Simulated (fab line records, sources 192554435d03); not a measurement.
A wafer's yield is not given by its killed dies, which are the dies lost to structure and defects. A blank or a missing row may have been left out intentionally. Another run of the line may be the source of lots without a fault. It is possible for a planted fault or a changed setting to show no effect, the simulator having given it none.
A single fault, viewed from 2 desks :: flow n5 finfet :: only its own numbers are on each desk; what lay behind them is given at the end

== THE DEFECT DESK ==
Per lot, the means of the sampled wafers with a number show what the inspections along the route counted. Any lot whose mean is over 4 standard deviations away from the usual mean is out of limits and marked OUT; that distance is given in the brackets.
Columns: A = raw defect count at N5_SD_EPI_N_INSPECT_11, usual 2.2; B = raw defect count at N5_SD_EPI_P_INSPECT_11, usual 2.3
lot: L206
first seen here: day 3 07:20
A: 0.7
B: 2.3

lot: L208
first seen here: day 3 18:28
A: 0.7
B: 3.0

lot: L209
first seen here: day 4 03:34
A: 9.3 (+4.8) OUT
B: 11.3 (+6.5) OUT

lot: L210
first seen here: day 4 06:29
A: 3.0
B: 3.0

lot: L213
first seen here: day 5 02:59
A: 14.0 (+7.9) OUT
B: 12.3 (+7.2) OUT

lot: L214
first seen here: day 5 06:49
A: 1.7
B: 1.0

lot: L217
first seen here: day 6 02:44
A: 1.3
B: 3.0

lot: L220
first seen here: day 6 20:11
A: 2.0
B: 3.3

lot: L222
first seen here: day 7 07:45
A: 1.7
B: 1.7
This desk's finding: out of limits on L209, L213; first on L209, day 4 03:34 (raw defect count at N5_SD_EPI_N_INSPECT_11). In limits: L206, L208, L210, L214, L217, L220, L222.

== METROLOGY DESK ==
What the gauges read, lot by lot, whatever tool the lot ran on: means of the sampled wafers that have a number. Any lot whose mean is over 4 standard deviations away from the usual mean is out of limits and marked OUT; that distance is given in the brackets. Readings shown: 7 of its 12, picked as those furthest out on some lot.
Columns: A = DIBL_P at N5_BEOL_M4_RC_MEAS_101, usual 35.4 mV/V; B = IOFF_N at N5_BEOL_M4_RC_MEAS_101, usual 0.152 nA/um; C = IOFF_P at N5_BEOL_M4_RC_MEAS_101, usual 0.20 nA/um; D = ION_N at N5_BEOL_M4_RC_MEAS_101, usual 672 uA/um; E = ION_P at N5_BEOL_M4_RC_MEAS_101, usual 461 uA/um; F = VT_N at N5_BEOL_M4_RC_MEAS_101, usual 251 mV; G = VT_P at N5_BEOL_M4_RC_MEAS_101, usual -251 mV
lot: L206
first seen here: day 3 05:37
A: 33.6
B: 0.124
C: 0.17
D: 663
E: 458
F: 254
G: -252

lot: L208
first seen here: day 3 16:35
A: 35.3
B: 0.146
C: 0.17
D: 670
E: 457
F: 252
G: -253

lot: L209
first seen here: day 4 01:44
A: 37.0
B: 0.179
C: 0.19
D: 679
E: 458
F: 250
G: -254

lot: L210
first seen here: day 4 03:49
A: 37.8
B: 0.205
C: 0.28
D: 688
E: 479
F: 244
G: -243

lot: L213
first seen here: day 5 00:22
A: 33.0
B: 0.119
C: 0.17
D: 669
E: 463
F: 255
G: -254

lot: L214
first seen here: day 5 04:58
A: 35.6
B: 0.152
C: 0.20
D: 672
E: 458
F: 251
G: -249

lot: L217
first seen here: day 6 00:47
A: 34.4
B: 0.137
C: 0.16
D: 654
E: 446
F: 252
G: -256

lot: L220
first seen here: day 6 18:05
A: 35.6
B: 0.151
C: 0.19
D: 670
E: 454
F: 252
G: -254

lot: L222
first seen here: day 7 04:26
A: 33.3
B: 0.143
C: 0.19
D: 672
E: 465
F: 253
G: -250
This desk's verdict: no lot among the 9 shows anything out of limits.

== TAKEN TOGETHER ==
The defect desk could have raised an alarm at day 4 03:34, on L209, L213.
From the metrology desk's view, nothing was out of limits.
The metrology desk holds a record of L209, L213, inside its limits.
The lots listed all ran N5_DUMMY_GATE_PECVD_30 on pecvd-03.

== WHAT THE SIMULATOR PUT IN ==
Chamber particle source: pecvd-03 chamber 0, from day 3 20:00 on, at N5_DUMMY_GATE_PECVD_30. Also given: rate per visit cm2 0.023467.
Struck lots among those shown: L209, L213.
Hours from the fault's start to each desk's first reading out of limits: the defect desk, 8.
